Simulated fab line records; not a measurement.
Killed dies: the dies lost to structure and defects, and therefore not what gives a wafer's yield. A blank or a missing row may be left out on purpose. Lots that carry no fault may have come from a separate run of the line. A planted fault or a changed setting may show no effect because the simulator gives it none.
Chamber matching / flow nandHarc / NHARC_A_STAIRCASE_CMP_450 on cmp-03: 4 sister chambers
The step polishes SiO2, target thk 200 nm. 18 wafers are shown with their chamber, then 9 later ones without.

## WAFERS, EACH WITH ITS CHAMBER
wafer=L074.3; chamber=0; motorCurrentA (A)=13.7
wafer=L074.5; chamber=2; motorCurrentA (A)=10.5
wafer=L074.6; chamber=1; motorCurrentA (A)=13.2
wafer=L076.1; chamber=3; motorCurrentA (A)=10.7
wafer=L076.3; chamber=0; motorCurrentA (A)=13.6
wafer=L076.6; chamber=1; motorCurrentA (A)=13.3
wafer=L079.2; chamber=2; motorCurrentA (A)=10.2
wafer=L079.3; chamber=0; motorCurrentA (A)=14.1
wafer=L079.5; chamber=0; motorCurrentA (A)=13.1
wafer=L085.1; chamber=0; motorCurrentA (A)=12.8
wafer=L085.4; chamber=1; motorCurrentA (A)=13.9
wafer=L085.6; chamber=3; motorCurrentA (A)=10.5
wafer=L087.1; chamber=1; motorCurrentA (A)=13.5
wafer=L087.3; chamber=3; motorCurrentA (A)=10.3
wafer=L087.4; chamber=0; motorCurrentA (A)=13.7
wafer=L090.3; chamber=3; motorCurrentA (A)=10.5
wafer=L090.5; chamber=0; motorCurrentA (A)=13.1
wafer=L090.6; chamber=3; motorCurrentA (A)=10.9

SIGNATURES, as means of the wafers listed above
reading=motorCurrentA; chamber 0=13.443; chamber 1=13.475; chamber 2=10.350; chamber 3=10.580; scatter within a chamber=0.356
Rule: for a wafer and a chamber, the distance is found by dividing, reading by reading, the gap between the wafer's reading and the chamber's mean by the reading's scatter, squaring, summing and taking the root. The wafer belongs to the nearest chamber; if the next one is less than 2 further off, it can't be placed. The scatter: take each reading less its chamber's mean, square it, sum over the shown wafers, divide by the number of wafers less the number of chambers, and take the root.

## WAFERS WITHOUT THEIR CHAMBER
wafer=L093.1; motorCurrentA (A)=10.8
wafer=L093.4; motorCurrentA (A)=13.2
wafer=L093.5; motorCurrentA (A)=10.7
wafer=L094.1; motorCurrentA (A)=10.6
wafer=L094.3; motorCurrentA (A)=13.4
wafer=L094.5; motorCurrentA (A)=10.7
wafer=L096.1; motorCurrentA (A)=13.4
wafer=L096.4; motorCurrentA (A)=11.1
wafer=L096.5; motorCurrentA (A)=10.6

## EACH ONE'S CHAMBER
wafer=L093.1; from the rows above=can't be placed: 3 or 2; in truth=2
wafer=L093.4; from the rows above=can't be placed: 0 or 1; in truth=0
wafer=L093.5; from the rows above=can't be placed: 3 or 2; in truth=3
wafer=L094.1; from the rows above=can't be placed: 3 or 2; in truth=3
wafer=L094.3; from the rows above=can't be placed: 0 or 1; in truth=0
wafer=L094.5; from the rows above=can't be placed: 3 or 2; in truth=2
wafer=L096.1; from the rows above=can't be placed: 0 or 1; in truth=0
wafer=L096.4; from the rows above=can't be placed: 3 or 2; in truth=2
wafer=L096.5; from the rows above=can't be placed: 3 or 2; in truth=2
Correctly placed: 0 of 9. Not placeable from these rows: 9 (in 9, the candidates include the true chamber). Number placed wrongly: 0.
